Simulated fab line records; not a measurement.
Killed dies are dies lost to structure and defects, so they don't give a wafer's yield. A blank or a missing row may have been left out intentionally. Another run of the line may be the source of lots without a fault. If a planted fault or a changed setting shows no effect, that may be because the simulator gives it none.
A lot that was struck, set against a sound lot / flow n5-finfet / 25 out of 1938 route steps
Sound: the wafers L930.1, L930.3, L930.6. Wafers L939.2, L939.4, L939.6 were the ones struck. The cause is named last.
Order at every step that has rows: each side's tool, ch and its chambers, its first start. Under that, the readings that differ: sound wafers / struck wafers / difference of the means / sigmas: that difference in standard deviations of wafers without a fault.
alike: words and numbers the same on both sides, and readings whose means are apart by under 2 such deviations; not compared: readings that were withheld, readings missing a value for some wafer, numbers with overlapping values and no deviation given by the record, and bounds like >300 which may hide the same value.
The two part at a step that has a row with sigmas, a row that says differs or no value, or rows on one side only. When numbers do not overlap yet have no deviation, they are printed without sigmas and do not part them. Lack of a reading on every wafer of one side parts them only where that side has two or more wafers.

N5_BEOL_M12_OVL_MEAS_11:
  sound on overlay-01 ch 0, day 10 18:52; struck on overlay-02 ch 0, day 13 14:00
  alike: V11_OVL
N5_BEOL_M12_INSPECT_12: inspects for defects (macro).
  sound: defect-inspect-01 at day 10 18:54; struck: defect-inspect-01 at day 13 14:01
  alike: raw-defect-count
N5_BEOL_M12_DESCUM_15: chemistry O2, time 7.9 s.
  sound on rie-diel-01 ch 1,3, day 10 18:58; struck on rie-diel-03 ch 1,3, day 13 14:07
  alike: drypump-motor-current-A, oes-product-au, rf-fwd-power-W, rf-vpp-V, showerhead-plenum-p-Torr, throttle-valve-pct
  not compared: rf-hours-counter-h
then, 1 step without rows for these wafers: N5_BEOL_M12_ETCH_59 (etches BARC in N2/H2, target depth 89 nm, overetch 26.7 nm, time 67.9 s).
N5_BEOL_M12_VIA_ETCH_16: etches SiOC in C4F8/O2/Ar, target depth 724.8 nm.
  sound on rie-diel-01 ch 1,3, day 10 19:04; struck on rie-diel-03 ch 1,3, day 13 14:12
  alike: drypump-motor-current-A, oes-product-au, rf-fwd-power-W, rf-vpp-V, showerhead-plenum-p-Torr, throttle-valve-pct
N5_BEOL_M12_STRIP_63: strips in N2/H2.
  sound on plasma-asher-02 ch 0,1, day 10 19:16; struck on plasma-asher-01 ch 0,1, day 13 14:24
  alike: drypump-motor-current-A, heater-power-w, oes-product-au, strip-time-to-endpoint-s
  not compared: rf-hours-counter-h
N5_BEOL_M12_STRIP_64: strips in N2/H2.
  sound on plasma-asher-02 ch 0,1, day 10 19:19; struck on plasma-asher-01 ch 0,1, day 13 14:28
reading=strip-time-to-endpoint-s (s); sound=31.21 31.26 31.24; struck=31.46 31.50 31.40; difference=+0.22; sigmas=+2
  alike: drypump-motor-current-A, heater-power-w, oes-product-au
  not compared: rf-hours-counter-h
then, 2 steps without rows for these wafers: N5_BEOL_M12_STRIP_71 (strips in post etch residue remover, time 60 s); N5_BEOL_M12_SRD_72 (time 30 s, dry time 30 s).
N5_BEOL_M12_CD_MEAS_17: the cd target is 140 nm.
  sound: cd-sem-01 at day 10 19:28; struck: cd-sem-03 at day 13 14:37
  alike: cd-nm
then, 2 steps without rows for these wafers: N5_BEOL_M12_COAT_65 (time 60 s, resist thk 300 nm); N5_BEOL_M12_COAT_66 (time 60 s, resist thk 110 nm).
N5_BEOL_M12_COAT_22: resist thk 300 nm.
  sound on litho-track-02 ch 0, day 10 19:31; struck on litho-track-05 ch 0, day 13 14:39
reading=spin-speed-rpm (rpm); sound=2886.6 2889.9 2886.0; struck=2974.3 2975.8 2974.5; difference=+87.4; sigmas=+51
reading=model.coat_of_BEOL_M12_COAT_22.thk-nm (nm); sound=299 299.4 300.2; struck=295 295.2 294.8; difference=-5; sigmas=
then, 6 steps without rows for these wafers: N5_BEOL_M12_EBR_24; N5_BEOL_M12_SOFTBAKE_23 (time 60 s); N5_BEOL_M12_EXPOSE_25 (exposes mask M12); N5_BEOL_M12_PEB_26 (peb time 90 s); N5_BEOL_M12_DEVELOP_27 (develop time 45 s); N5_BEOL_M12_HARDBAKE_32 (time 120 s).
N5_BEOL_M12_CD_MEAS_28: the cd target is 160.2 nm.
  sound on cd-sem-01 ch 0, day 10 19:55; struck on cd-sem-01 ch 0, day 13 14:56
  alike: cd-nm
N5_BEOL_M12_OVL_MEAS_29:
  sound on overlay-01 ch 0, day 10 19:57; struck on overlay-01 ch 0, day 13 14:58
  alike: M12_OVL
N5_BEOL_M12_INSPECT_30: inspects for defects (macro).
  sound: defect-inspect-01 at day 10 19:58; struck: defect-inspect-02 at day 13 14:59
  alike: raw-defect-count
N5_BEOL_M12_DESCUM_33: chemistry O2, time 7.9 s.
  sound on rie-diel-01 ch 1,3, day 10 20:03; struck on rie-diel-06 ch 0,2,3, day 13 15:01
  alike: drypump-motor-current-A, oes-product-au, rf-fwd-power-W, rf-vpp-V, showerhead-plenum-p-Torr, throttle-valve-pct
  not compared: rf-hours-counter-h
N5_BEOL_M12_ETCH_67: etches SiARC in CF4, target depth 143 nm, time 238.3 s.
  sound on rie-diel-01 ch 1,3, day 10 20:05; struck on rie-diel-06 ch 0,2,3, day 13 15:04
reading=model.coat_of_BEOL_M12_COAT_22.thk-nm (nm); sound=210.4 210.8 211.4; struck=206.2 206.8 206; difference=-4.5; sigmas=
  alike: cf4-flow-sccm, drypump-motor-current-A, etch-rf-on-time-s, oes-product-au, rf-fwd-power-W, rf-vpp-V, showerhead-plenum-p-Torr, throttle-valve-pct
  not compared: rf-hours-counter-h
then, 1 step without rows for these wafers: N5_BEOL_M12_ETCH_68 (etches SOC in N2/H2, time 285 s).

## WHERE THEY PART
First at N5_BEOL_M12_STRIP_64; last, within this record, at N5_BEOL_M12_COAT_22. Later steps at which nothing parts them and some readings are alike: N5_BEOL_M12_CD_MEAS_28, N5_BEOL_M12_OVL_MEAS_29, N5_BEOL_M12_INSPECT_30, N5_BEOL_M12_DESCUM_33, N5_BEOL_M12_ETCH_67.

WHY: the cause the simulator had injected
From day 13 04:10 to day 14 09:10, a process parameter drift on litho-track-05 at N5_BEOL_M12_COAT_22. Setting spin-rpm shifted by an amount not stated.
